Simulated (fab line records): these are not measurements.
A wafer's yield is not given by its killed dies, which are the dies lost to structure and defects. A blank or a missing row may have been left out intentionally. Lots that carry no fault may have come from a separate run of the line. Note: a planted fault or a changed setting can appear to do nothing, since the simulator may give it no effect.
Which of the tools did it?	flow n5_finfet	27 wafers from 9 lots sampled at 7 of the route's 1938 steps

WHAT EACH GAUGE READ, for each wafer
N5_STI_FIN_REVEAL_INSPECT_13: inspects for defects (darkfield). Usual: 13 for raw_defect_count, sd 5.5.
lot	measured	on	raw_defect_count	flag
L730	day 2 15:13	defect_inspect-01	7 9 10	
L732	day 3 04:28	defect_inspect-02	8 8 11	
L734	day 3 14:02	defect_inspect-01	6 10 17	
L735	day 3 19:26	defect_inspect-01	11 8 5	
L742	day 5 15:10	defect_inspect-02	31 19 21	
L745	day 6 08:22	defect_inspect-01	16 9 20	
L751	day 7 20:46	defect_inspect-01	17 15 25	
L752	day 8 02:35	defect_inspect-02	18 7 13	
L753	day 8 08:13	defect_inspect-02	8 6 11	

N5_DUMMY_GATE_THK_MEAS_05. Usual: 72.5 nm for thk_nm, sd 1.4.
lot	measured	on	thk_nm (nm)	flag
L730	day 2 19:50	film_metro-01	71.5 72.4 72.1	
L732	day 3 11:13	film_metro-01	73.6 73.4 74.6	
L734	day 3 18:15	film_metro-02	73.9 72.9 74.1	
L735	day 4 02:10	film_metro-02	72.6 72.6 74.1	
L742	day 5 23:04	film_metro-02	72.6 72.9 73.4	
L745	day 6 15:13	film_metro-01	72.8 71.5 72.9	
L751	day 8 00:58	film_metro-02	148.1 147.9 146.7	OFF
L752	day 8 06:49	film_metro-02	150.6 149.1 150.4	OFF
L753	day 8 12:24	film_metro-02	148.0 148.0 147.8	OFF

N5_DUMMY_GATE_INSPECT_27: inspects for defects (brightfield). Usual: 298 for raw_defect_count, sd 81.
lot	measured	on	raw_defect_count	flag
L730	day 3 01:28	defect_inspect-01	237 229 233	
L732	day 3 18:46	defect_inspect-02	208 215 245	
L734	day 3 23:50	defect_inspect-02	426 327 264	
L735	day 4 09:13	defect_inspect-01	230 313 229	
L742	day 6 06:16	defect_inspect-02	444 398 647	
L745	day 6 23:07	defect_inspect-02	237 253 250	
L751	day 8 06:32	defect_inspect-02	2713 2729 2761	OFF
L752	day 8 12:38	defect_inspect-01	2727 2825 2813	OFF
L753	day 8 20:04	defect_inspect-01	3246 3472 2906	OFF

N5_BEOL_M4_RC_MEAS_101. Usual: DIBL_N 36.6 mV/V, standard deviation 2.1; DIBL_P 36.5 mV/V, standard deviation 2.7; IOFF_N 0.17 nA/um, standard deviation 0.043; IOFF_P 0.22 nA/um, standard deviation 0.045; ION_N 674 uA/um, standard deviation 17; ION_P 461 uA/um, standard deviation 9.9; SS_N 71.7 mV/dec, standard deviation 0.79; SS_P 73.4 mV/dec, standard deviation 0.79; VT_N 249 mV, standard deviation 4; VT_P -250 mV, standard deviation 3.3.
lot	measured	on	DIBL_N (mV/V)	DIBL_P (mV/V)	IOFF_N (nA/um)	IOFF_P (nA/um)	ION_N (uA/um)	ION_P (uA/um)	SS_N (mV/dec)	SS_P (mV/dec)	VT_N (mV)	VT_P (mV)	flag
L730	day 8 20:52	prober-01	33.1 34.9 38.3	33.5 36.1 39.8	0.10 0.14 0.22	0.14 0.18 0.24	647 658 696	443 454 469	70.5 71.3 72.1	71.6 73.0 73.2	258 252 244	-256 -254 -251	
L732	day 9 02:56	prober-02	40.5 37.7 38.3	39.4 35.1 37.4	0.23 0.17 0.20	0.26 0.19 0.23	695 676 693	463 454 464	73.2 72.8 72.4	74.4 73.9 73.9	247 250 248	-250 -254 -248	
L734	day 9 02:46	prober-01	39.7 36.1 35.1	39.8 32.2 33.3	0.19 0.13 0.12	0.27 0.15 0.17	657 644 645	452 439 449	71.8 70.9 70.6	75.0 72.2 72.6	249 254 254	-248 -255 -255	
L735	day 9 23:44	prober-02	39.5 39.0 37.1	41.3 40.2 36.6	0.25 0.25 0.20	0.30 0.30 0.23	692 689 687	469 468 465	73.0 72.0 72.0	74.9 74.1 73.9	244 242 248	-246 -245 -246	
L742	day 11 10:14	prober-01	34.9 35.6 36.1	33.3 34.0 35.9	0.14 0.16 0.15	0.17 0.19 0.21	683 686 680	465 470 467	71.6 71.4 71.4	72.3 72.0 73.3	252 248 251	-248 -248 -246	
L745	day 12 05:59	prober-01	39.8 36.4 31.1	41.0 36.3 30.7	0.22 0.14 0.09	0.27 0.19 0.13	696 658 644	465 452 447	72.8 71.2 69.8	74.6 72.9 72.0	245 255 257	-246 -252 -255	

WHAT TOOL EACH LOT RAN ON (gives the tool, then ch and the chambers of the sampled wafers, and finally the start)
lot	N5_FIN_CUT_CUT_ETCH_27	N5_STI_FIN_REVEAL_CMP_04	N5_DUMMY_GATE_CMP_04
L730	rie_diel-05 ch 1,2,3, day 2 05:00	cmp-02 ch 0,2, day 2 11:19	cmp-03 ch 2,3, day 2 19:36
L732	rie_diel-02 ch 0,1,3, day 2 19:12	cmp-02 ch 0,3, day 3 00:54	cmp-03 ch 1,2,3, day 3 11:00
L734	rie_diel-04 ch 0,2, day 3 04:26	cmp-03 ch 2,3, day 3 10:30	cmp-03 ch 1,2, day 3 18:00
L735	rie_diel-04 ch 0,2, day 3 09:58	cmp-04 ch 0,3, day 3 15:44	cmp-02 ch 1,3, day 4 01:55
L742	rie_diel-04 ch 0,2,3, day 5 05:20	cmp-02 ch 0,3, day 5 11:36	cmp-01 ch 0,2,3, day 5 22:55
L745	rie_diel-02 ch 0,1,2, day 5 22:09	cmp-02 ch 0,2, day 6 04:44	cmp-02 ch 0,1, day 6 14:58
L751	rie_diel-02 ch 0,2,3, day 7 11:37	cmp-04 ch 0,2,3, day 7 17:10	cmp-03 ch 0,2,3, day 8 00:43
L752	rie_diel-04 ch 0,1,2, day 7 17:00	cmp-02 ch 1,2, day 7 22:44	cmp-01 ch 1,2,3, day 8 06:40
L753	rie_diel-05 ch 0,2,3, day 7 22:14	cmp-02 ch 0,1,3, day 8 04:07	cmp-03 ch 0,1, day 8 12:10
- N5_FIN_CUT_CUT_ETCH_27: etches SiO2 in CHF3/O2, target depth 4 nm, overetch 2 nm, time 4.9 s.
- N5_STI_FIN_REVEAL_CMP_04: polishes, stops on Si3N4, t overpolish 4 s, target thk 131.83 nm.
- N5_DUMMY_GATE_CMP_04: polishes a-Si.

WHAT THE TOOLS THEMSELVES READ (means of the sampled wafers that have a number; where no wafer has one, the mark that the record gives instead)
N5_FIN_CUT_CUT_ETCH_27. Usual: bias_w 170.0 W, standard deviation 0.5; drypump_motor_current_A 5.6 A, standard deviation 0.44; oes_product_au 0.60 a.u., standard deviation 0.071; rf_vpp_V 525 V, standard deviation 14; showerhead_plenum_p_Torr 2.41 Torr, standard deviation 0.083; throttle_valve_pct 18.87 %, standard deviation 0.28.
lot	tool	bias_w (W)	drypump_motor_current_A (A)	oes_product_au (a.u.)	rf_vpp_V (V)	showerhead_plenum_p_Torr (Torr)	throttle_valve_pct (%)	flag
L730	rie_diel-05	170.1	5.5	0.57	516	2.37	18.80	
L732	rie_diel-02	170.0	5.8	0.58	525	2.40	18.95	
L734	rie_diel-04	169.8	5.0	0.63	514	2.40	18.65	
L735	rie_diel-04	170.3	5.0	0.63	514	2.40	18.65	
L742	rie_diel-04	170.0	5.1	0.65	525	2.40	18.56	
L745	rie_diel-02	169.7	5.9	0.58	523	2.43	19.09	
L751	rie_diel-02	170.1	5.7	0.62	526	2.44	18.93	
L752	rie_diel-04	170.2	5.4	0.65	528	2.44	18.74	
L753	rie_diel-05	170.4	5.9	0.62	525	2.41	18.91	

N5_STI_FIN_REVEAL_CMP_04. Usual: edge_zone_pressure_frac 1.000, standard deviation 0.0049; head_pressure_psi 2.000 psi, standard deviation 0.0047; motor_current_A 8.2 A, standard deviation 0.75; overpolish_run_s 4.001 s, standard deviation 0.0088; platen_rpm 54.18 rpm, standard deviation 0.036; slurry_flow_ml_min 150.0, standard deviation 0.52; time_to_endpoint_s 106 s, standard deviation 5.3.
lot	tool	edge_zone_pressure_frac	head_pressure_psi (psi)	motor_current_A (A)	overpolish_run_s (s)	platen_rpm (rpm)	slurry_flow_ml_min	time_to_endpoint_s (s)	flag
L730	cmp-02	1.002	2.000	8.3	4.005	54.19	150.0	101	
L732	cmp-02	0.999	1.999	7.4	3.997	54.15	149.9	109	
L734	cmp-03	0.995	2.005	8.4	4.001	54.19	150.4	107	
L735	cmp-04	1.005	1.998	8.4	3.999	54.18	149.7	102	
L742	cmp-02	1.002	2.003	7.7	4.000	54.15	149.5	107	
L745	cmp-02	1.000	2.000	8.6	3.996	54.18	149.6	111	
L751	cmp-04	1.006	1.999	8.5	4.006	54.18	150.2	105	
L752	cmp-02	1.002	1.995	8.7	4.008	54.19	149.8	104	
L753	cmp-02	1.002	2.000	7.9	3.999	54.20	150.0	101	

N5_DUMMY_GATE_CMP_04. Usual: edge_zone_pressure_frac 1.000, standard deviation 0.0045; motor_current_A 10.3 A, standard deviation 1; slurry_flow_ml_min 150.0, standard deviation 0.49; time_to_endpoint_s 13.4 s, standard deviation 3.
lot	tool	edge_zone_pressure_frac	motor_current_A (A)	slurry_flow_ml_min	time_to_endpoint_s (s)	flag
L730	cmp-03	1.003	10.2	150.2	12.3	
L732	cmp-03	1.004	10.7	150.4	15.8	
L734	cmp-03	1.004	11.2	149.6	15.5	
L735	cmp-02	0.998	9.8	150.1	16.3	
L742	cmp-01	1.002	10.2	150.3	12.1	
L745	cmp-02	0.995	10.9	150.4	11.1	
L751	cmp-03	-	-	-	-	OFF
L752	cmp-01	-	-	-	-	OFF
L753	cmp-03	-	-	-	-	OFF

THE ANSWER, worked out from the rows above alone
Rule: lot off if the mean of its wafers having a number is beyond 3 standard deviations from the usual mean. A lot without any number at a reading at which 4 lots or more have one is off too. All remaining lots with rows at the step are treated as sound. First the gauges in route order, then the tools' own readings, where a lot's mean is used as printed above. The first step at which some lot is off is used, and at that step the reading that is off furthest; a lot without a number counts as furthest.
Off: L751, L752, L753, at N5_DUMMY_GATE_THK_MEAS_05 (thk_nm).
A tool fits if, at a process step before that reading, it ran every lot that is off, and no sound lot after the first of them. Not tried: the gauges at N5_DUMMY_GATE_THK_MEAS_05; whatever is off there is also off at N5_DUMMY_GATE_INSPECT_27, on other tools, and gauge error can't account for it. Not one of the candidates tried fits.

WHAT WAS PUT IN BY THE SIMULATOR
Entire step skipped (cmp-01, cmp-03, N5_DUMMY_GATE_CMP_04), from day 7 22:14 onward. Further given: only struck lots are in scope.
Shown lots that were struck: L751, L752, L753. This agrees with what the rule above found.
